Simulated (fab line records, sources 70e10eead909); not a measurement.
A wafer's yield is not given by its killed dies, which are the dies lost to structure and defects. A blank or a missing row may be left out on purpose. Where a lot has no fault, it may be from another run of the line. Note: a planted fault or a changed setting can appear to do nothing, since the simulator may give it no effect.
Which tool did it? / flow nand harc / Sampling: 12 lots, 36 wafers, 5 of 1302 route steps

## WHAT EACH GAUGE READ, for each wafer
NHARC_END_SORT_01. Usual: killed at array 53, standard deviation 18; killed at other 0.9, standard deviation 1.3; killed at periphery 4, standard deviation 3.1; killed dies 58, standard deviation 18; killed open 3.4, standard deviation 2; killed short 2.5, standard deviation 1.8.
lot=L433; measured=day 24 05:56; on=prober-01; killed at array=39 58 61; killed at other=0 0 1; killed at periphery=6 8 6; killed dies=45 66 68; killed open=4 6 4; killed short=4 1 8; flag=
lot=L435; measured=day 25 08:07; on=prober-01; killed at array=44 43 46; killed at other=1 0 1; killed at periphery=3 1 3; killed dies=48 44 50; killed open=6 1 3; killed short=2 1 3; flag=
lot=L437; measured=day 25 18:25; on=prober-01; killed at array=105 101 87; killed at other=0 0 1; killed at periphery=5 5 7; killed dies=110 106 95; killed open=7 2 3; killed short=8 6 1; flag=
lot=L440; measured=day 27 18:47; on=prober-01; killed at array=73 89 63; killed at other=2 1 1; killed at periphery=2 0 2; killed dies=77 90 66; killed open=6 5 0; killed short=2 1 1; flag=
lot=L439; measured=day 27 23:26; on=prober-02; killed at array=26 40 31; killed at other=4 2 4; killed at periphery=7 4 4; killed dies=37 46 39; killed open=1 5 2; killed short=5 4 1; flag=
lot=L447; measured=day 30 01:19; on=prober-02; killed at array=47 52 60; killed at other=0 0 1; killed at periphery=11 3 3; killed dies=58 55 64; killed open=4 2 3; killed short=5 2 3; flag=

## TOOL THAT RAN EACH LOT (tool first, then ch and the chambers of the sampled wafers, then the start)
lot=L433; NHARC_A_SLIT_ETCH_29=rie diel-07 ch 1,2, day 19 21:15; NHARC_A_WL_FILL_RTA_01=rtp anneal-01 ch 0, day 20 04:47; NHARC_A_WL_FILL_ETCHBACK_26=rie si-02 ch 0,1,2, day 20 21:39; NHARC_A_WL_FILL_ALD_19=ald metal-02 ch 1,2,3, day 20 21:55
lot=L435; NHARC_A_SLIT_ETCH_29=rie diel-12 ch 1,3, day 21 03:52; NHARC_A_WL_FILL_RTA_01=rtp anneal-01 ch 0, day 21 11:23; NHARC_A_WL_FILL_ETCHBACK_26=rie si-02 ch 0,3, day 22 04:45; NHARC_A_WL_FILL_ALD_19=ald metal-01 ch 1,2,3, day 22 05:01
lot=L436; NHARC_A_SLIT_ETCH_29=rie diel-03 ch 0,1,2, day 21 07:39; NHARC_A_WL_FILL_RTA_01=rtp anneal-02 ch 0, day 21 15:11; NHARC_A_WL_FILL_ETCHBACK_26=rie si-02 ch 0,1,3, day 22 08:58; NHARC_A_WL_FILL_ALD_19=ald metal-01 ch 2,3, day 22 09:16
lot=L437; NHARC_A_SLIT_ETCH_29=rie diel-12 ch 1,3, day 21 11:25; NHARC_A_WL_FILL_RTA_01=rtp anneal-02 ch 0, day 21 18:53; NHARC_A_WL_FILL_ETCHBACK_26=rie si-03 ch 0,1, day 22 08:56; NHARC_A_WL_FILL_ALD_19=ald metal-03 ch 1,2,3, day 22 09:14
lot=L438; NHARC_A_SLIT_ETCH_29=rie diel-07 ch 0,1,3, day 22 07:16; NHARC_A_WL_FILL_RTA_01=rtp anneal-01 ch 0, day 22 14:54; NHARC_A_WL_FILL_ETCHBACK_26=rie si-03 ch 1,2, day 23 09:46; NHARC_A_WL_FILL_ALD_19=ald metal-01 ch 0,1,2, day 23 10:02
lot=L440; NHARC_A_SLIT_ETCH_29=rie diel-12 ch 1,2,3, day 23 12:24; NHARC_A_WL_FILL_RTA_01=rtp anneal-02 ch 0, day 23 19:51; NHARC_A_WL_FILL_ETCHBACK_26=rie si-02 ch 0,1,3, day 24 14:29; NHARC_A_WL_FILL_ALD_19=ald metal-01 ch 0,1,3, day 24 14:45
lot=L439; NHARC_A_SLIT_ETCH_29=rie diel-07 ch 0,2, day 23 12:34; NHARC_A_WL_FILL_RTA_01=rtp anneal-01 ch 0, day 23 19:51; NHARC_A_WL_FILL_ETCHBACK_26=rie si-05 ch 1,2, day 24 17:41; NHARC_A_WL_FILL_ALD_19=ald metal-02 ch 0,3, day 24 17:57
lot=L441; NHARC_A_SLIT_ETCH_29=rie diel-03 ch 2,3, day 24 00:35; NHARC_A_WL_FILL_RTA_01=rtp anneal-01 ch 0, day 24 08:04; NHARC_A_WL_FILL_ETCHBACK_26=rie si-02 ch 2,3, day 25 02:05; NHARC_A_WL_FILL_ALD_19=ald metal-03 ch 0,1, day 25 02:20
lot=L447; NHARC_A_SLIT_ETCH_29=rie diel-07 ch 0,2,3, day 25 12:58; NHARC_A_WL_FILL_RTA_01=rtp anneal-01 ch 0, day 25 20:33; NHARC_A_WL_FILL_ETCHBACK_26=rie si-02 ch 0,3, day 26 12:57; NHARC_A_WL_FILL_ALD_19=ald metal-03 ch 1,2, day 26 13:15
lot=L452; NHARC_A_SLIT_ETCH_29=rie diel-07 ch 0,1, day 28 14:20; NHARC_A_WL_FILL_RTA_01=rtp anneal-01 ch 0, day 28 21:52; NHARC_A_WL_FILL_ETCHBACK_26=rie si-05 ch 0,3, day 29 14:43; NHARC_A_WL_FILL_ALD_19=ald metal-03 ch 1,2,3, day 29 15:02
lot=L454; NHARC_A_SLIT_ETCH_29=rie diel-07 ch 0,1,2, day 29 03:46; NHARC_A_WL_FILL_RTA_01=rtp anneal-01 ch 0, day 29 11:18; NHARC_A_WL_FILL_ETCHBACK_26=rie si-03 ch 0,1,2, day 30 04:08; NHARC_A_WL_FILL_ALD_19=ald metal-01 ch 1,2,3, day 30 04:24
lot=L455; NHARC_A_SLIT_ETCH_29=rie diel-07 ch 0,1,3, day 29 20:53; NHARC_A_WL_FILL_RTA_01=rtp anneal-01 ch 0, day 30 04:28; NHARC_A_WL_FILL_ETCHBACK_26=rie si-05 ch 1,2, day 30 21:37; NHARC_A_WL_FILL_ALD_19=ald metal-02 ch 1,2, day 30 21:53
- NHARC_A_SLIT_ETCH_29: etches the open film in CF4/O2, target depth 100 nm, overetch 10 nm, time 55 s.
- NHARC_A_WL_FILL_RTA_01: time 5 s.
- NHARC_A_WL_FILL_ETCHBACK_26: etches the open film in HBr, target depth 52 nm, time 13.3 s.
- NHARC_A_WL_FILL_ALD_19: deposits TiN, target thk 2 nm, pulse time 3 s, ald cycles 100.

## AS READ BY THE TOOLS THEMSELVES (means over the sampled wafers that have a number; for cases with no such wafer, the mark the record gives instead)
NHARC_A_SLIT_ETCH_29. Usual: drypump motor current A 5.6 A, standard deviation 0.36; oes product au 0.997 a.u., standard deviation 0.0074; rf vpp V 198.0 V, standard deviation 1.5; showerhead plenum p Torr 1.35 Torr, standard deviation 0.063; throttle valve pct 13.398 %, standard deviation 0.0091.
lot=L433; tool=rie diel-07; drypump motor current A (A)=5.5; oes product au (a.u.)=0.997; rf vpp V (V)=199.0; showerhead plenum p Torr (Torr)=1.41; throttle valve pct (%)=13.398; flag=
lot=L435; tool=rie diel-12; drypump motor current A (A)=5.7; oes product au (a.u.)=1.003; rf vpp V (V)=198.0; showerhead plenum p Torr (Torr)=1.33; throttle valve pct (%)=13.396; flag=
lot=L436; tool=rie diel-03; drypump motor current A (A)=5.4; oes product au (a.u.)=0.997; rf vpp V (V)=196.7; showerhead plenum p Torr (Torr)=1.33; throttle valve pct (%)=13.396; flag=
lot=L437; tool=rie diel-12; drypump motor current A (A)=5.4; oes product au (a.u.)=1.005; rf vpp V (V)=197.3; showerhead plenum p Torr (Torr)=1.30; throttle valve pct (%)=13.403; flag=
lot=L438; tool=rie diel-07; drypump motor current A (A)=5.5; oes product au (a.u.)=1.000; rf vpp V (V)=198.8; showerhead plenum p Torr (Torr)=1.39; throttle valve pct (%)=13.404; flag=
lot=L440; tool=rie diel-12; drypump motor current A (A)=5.6; oes product au (a.u.)=0.995; rf vpp V (V)=197.9; showerhead plenum p Torr (Torr)=1.35; throttle valve pct (%)=13.398; flag=
lot=L439; tool=rie diel-07; drypump motor current A (A)=5.5; oes product au (a.u.)=0.998; rf vpp V (V)=198.0; showerhead plenum p Torr (Torr)=1.40; throttle valve pct (%)=13.407; flag=
lot=L441; tool=rie diel-03; drypump motor current A (A)=5.9; oes product au (a.u.)=0.999; rf vpp V (V)=198.3; showerhead plenum p Torr (Torr)=1.37; throttle valve pct (%)=13.404; flag=
lot=L447; tool=rie diel-07; drypump motor current A (A)=5.6; oes product au (a.u.)=1.000; rf vpp V (V)=199.2; showerhead plenum p Torr (Torr)=1.40; throttle valve pct (%)=13.396; flag=
lot=L452; tool=rie diel-07; drypump motor current A (A)=5.3; oes product au (a.u.)=1.000; rf vpp V (V)=198.3; showerhead plenum p Torr (Torr)=1.38; throttle valve pct (%)=13.400; flag=
lot=L454; tool=rie diel-07; drypump motor current A (A)=5.4; oes product au (a.u.)=1.001; rf vpp V (V)=199.6; showerhead plenum p Torr (Torr)=1.39; throttle valve pct (%)=13.398; flag=
lot=L455; tool=rie diel-07; drypump motor current A (A)=5.5; oes product au (a.u.)=1.005; rf vpp V (V)=198.4; showerhead plenum p Torr (Torr)=1.39; throttle valve pct (%)=13.396; flag=

NHARC_A_WL_FILL_RTA_01. Usual: lamp power pct 28.5 %, standard deviation 1; lamp_zone_3_pct 28.5 %, standard deviation 1; wafer_temp_C_max 1003.3, standard deviation 0.71.
lot=L433; tool=rtp anneal-01; lamp power pct (%)=29.3; lamp_zone_3_pct (%)=29.3; wafer_temp_C_max=1003.4; flag=
lot=L435; tool=rtp anneal-01; lamp power pct (%)=29.3; lamp_zone_3_pct (%)=29.2; wafer_temp_C_max=1004.0; flag=
lot=L436; tool=rtp anneal-02; lamp power pct (%)=27.2; lamp_zone_3_pct (%)=27.2; wafer_temp_C_max=1003.3; flag=
lot=L437; tool=rtp anneal-02; lamp power pct (%)=27.2; lamp_zone_3_pct (%)=27.2; wafer_temp_C_max=1002.5; flag=
lot=L438; tool=rtp anneal-01; lamp power pct (%)=29.3; lamp_zone_3_pct (%)=29.3; wafer_temp_C_max=1003.4; flag=
lot=L440; tool=rtp anneal-02; lamp power pct (%)=27.1; lamp_zone_3_pct (%)=27.1; wafer_temp_C_max=1003.6; flag=
lot=L439; tool=rtp anneal-01; lamp power pct (%)=29.3; lamp_zone_3_pct (%)=29.3; wafer_temp_C_max=1002.7; flag=
lot=L441; tool=rtp anneal-01; lamp power pct (%)=29.3; lamp_zone_3_pct (%)=29.3; wafer_temp_C_max=1003.1; flag=
lot=L447; tool=rtp anneal-01; lamp power pct (%)=29.3; lamp_zone_3_pct (%)=29.3; wafer_temp_C_max=1004.4; flag=
lot=L452; tool=rtp anneal-01; lamp power pct (%)=29.3; lamp_zone_3_pct (%)=29.3; wafer_temp_C_max=1003.7; flag=
lot=L454; tool=rtp anneal-01; lamp power pct (%)=29.3; lamp_zone_3_pct (%)=29.3; wafer_temp_C_max=1003.7; flag=
lot=L455; tool=rtp anneal-01; lamp power pct (%)=29.3; lamp_zone_3_pct (%)=29.3; wafer_temp_C_max=1003.2; flag=

NHARC_A_WL_FILL_ETCHBACK_26. Usual: drypump motor current A 5.69 A, standard deviation 0.3; oes product au 1.001 a.u., standard deviation 0.0073; throttle valve pct 23.266 %, standard deviation 0.0099.
lot=L433; tool=rie si-02; drypump motor current A (A)=5.55; oes product au (a.u.)=0.995; throttle valve pct (%)=23.266; flag=
lot=L435; tool=rie si-02; drypump motor current A (A)=5.81; oes product au (a.u.)=1.001; throttle valve pct (%)=23.264; flag=
lot=L436; tool=rie si-02; drypump motor current A (A)=5.62; oes product au (a.u.)=1.001; throttle valve pct (%)=23.265; flag=
lot=L437; tool=rie si-03; drypump motor current A (A)=5.33; oes product au (a.u.)=1.003; throttle valve pct (%)=23.268; flag=
lot=L438; tool=rie si-03; drypump motor current A (A)=5.44; oes product au (a.u.)=0.998; throttle valve pct (%)=23.264; flag=
lot=L440; tool=rie si-02; drypump motor current A (A)=5.61; oes product au (a.u.)=0.999; throttle valve pct (%)=23.275; flag=
lot=L439; tool=rie si-05; drypump motor current A (A)=6.08; oes product au (a.u.)=0.991; throttle valve pct (%)=23.269; flag=
lot=L441; tool=rie si-02; drypump motor current A (A)=5.86; oes product au (a.u.)=1.005; throttle valve pct (%)=23.267; flag=
lot=L447; tool=rie si-02; drypump motor current A (A)=5.67; oes product au (a.u.)=0.896; throttle valve pct (%)=23.262; flag=OFF
lot=L452; tool=rie si-05; drypump motor current A (A)=6.14; oes product au (a.u.)=1.005; throttle valve pct (%)=23.259; flag=
lot=L454; tool=rie si-03; drypump motor current A (A)=5.42; oes product au (a.u.)=1.005; throttle valve pct (%)=23.268; flag=
lot=L455; tool=rie si-05; drypump motor current A (A)=6.12; oes product au (a.u.)=0.992; throttle valve pct (%)=23.274; flag=

NHARC_A_WL_FILL_ALD_19. Usual: heater power outer w 677 W, standard deviation 55; heater power w 1070 W, standard deviation 77; precursor pulse height rel 1.000, standard deviation 0.018; susceptor temp C 449.97 C, standard deviation 0.24.
lot=L433; tool=ald metal-02; heater power outer w (W)=695; heater power w (W)=1135; precursor pulse height rel=0.989; susceptor temp C (C)=449.73; flag=
lot=L435; tool=ald metal-01; heater power outer w (W)=708; heater power w (W)=1093; precursor pulse height rel=0.991; susceptor temp C (C)=450.01; flag=
lot=L436; tool=ald metal-01; heater power outer w (W)=711; heater power w (W)=1040; precursor pulse height rel=1.001; susceptor temp C (C)=450.14; flag=
lot=L437; tool=ald metal-03; heater power outer w (W)=632; heater power w (W)=1031; precursor pulse height rel=0.990; susceptor temp C (C)=449.79; flag=
lot=L438; tool=ald metal-01; heater power outer w (W)=663; heater power w (W)=1081; precursor pulse height rel=0.984; susceptor temp C (C)=450.04; flag=
lot=L440; tool=ald metal-01; heater power outer w (W)=653; heater power w (W)=1030; precursor pulse height rel=1.006; susceptor temp C (C)=450.13; flag=
lot=L439; tool=ald metal-02; heater power outer w (W)=734; heater power w (W)=1169; precursor pulse height rel=0.988; susceptor temp C (C)=450.03; flag=
lot=L441; tool=ald metal-03; heater power outer w (W)=654; heater power w (W)=980; precursor pulse height rel=1.010; susceptor temp C (C)=450.01; flag=
lot=L447; tool=ald metal-03; heater power outer w (W)=645; heater power w (W)=1066; precursor pulse height rel=0.992; susceptor temp C (C)=450.04; flag=
lot=L452; tool=ald metal-03; heater power outer w (W)=659; heater power w (W)=1058; precursor pulse height rel=1.005; susceptor temp C (C)=450.11; flag=
lot=L454; tool=ald metal-01; heater power outer w (W)=695; heater power w (W)=1086; precursor pulse height rel=1.003; susceptor temp C (C)=-; flag=OFF
lot=L455; tool=ald metal-02; heater power outer w (W)=698; heater power w (W)=1107; precursor pulse height rel=1.005; susceptor temp C (C)=450.21; flag=

## THE ANSWER, worked out from the rows above alone
Rule: a lot counts as off when the mean over its wafers that have a number is more than 3 standard deviations away from the usual mean. A lot without any number at a reading at which 4 lots or more have one is off too. All remaining lots with rows at the step are treated as sound. First the gauges in route order, then the tools' own readings, where a lot's mean is used as printed above. At the first step where some lot is off, the reading lying furthest off is the one used; lots without a number count as furthest.
Off: L447, at NHARC_A_WL_FILL_ETCHBACK_26 (oes product au).
If a tool, at that step or one of the process steps before it, ran each lot that is off and ran no sound lot following the first of them, it fits. One fits: rie si-02 at NHARC_A_WL_FILL_ETCHBACK_26. Its last sound lot is L441 (day 25 02:05), its first lot that is off L447 (day 26 12:57): a fault that began between those two fits.
The tool's own readings at NHARC_A_WL_FILL_ETCHBACK_26 bear it out: on the lots that are off they differ by more than 5 times the standard deviation of the sound lots' means. oes product au reads 0.896 a.u. there against 1.000 a.u. on the sound lots.

## WHAT THE SIMULATOR PUT IN
rie si-02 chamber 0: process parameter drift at NHARC_A_WL_FILL_ETCHBACK_26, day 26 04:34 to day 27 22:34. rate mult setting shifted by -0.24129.
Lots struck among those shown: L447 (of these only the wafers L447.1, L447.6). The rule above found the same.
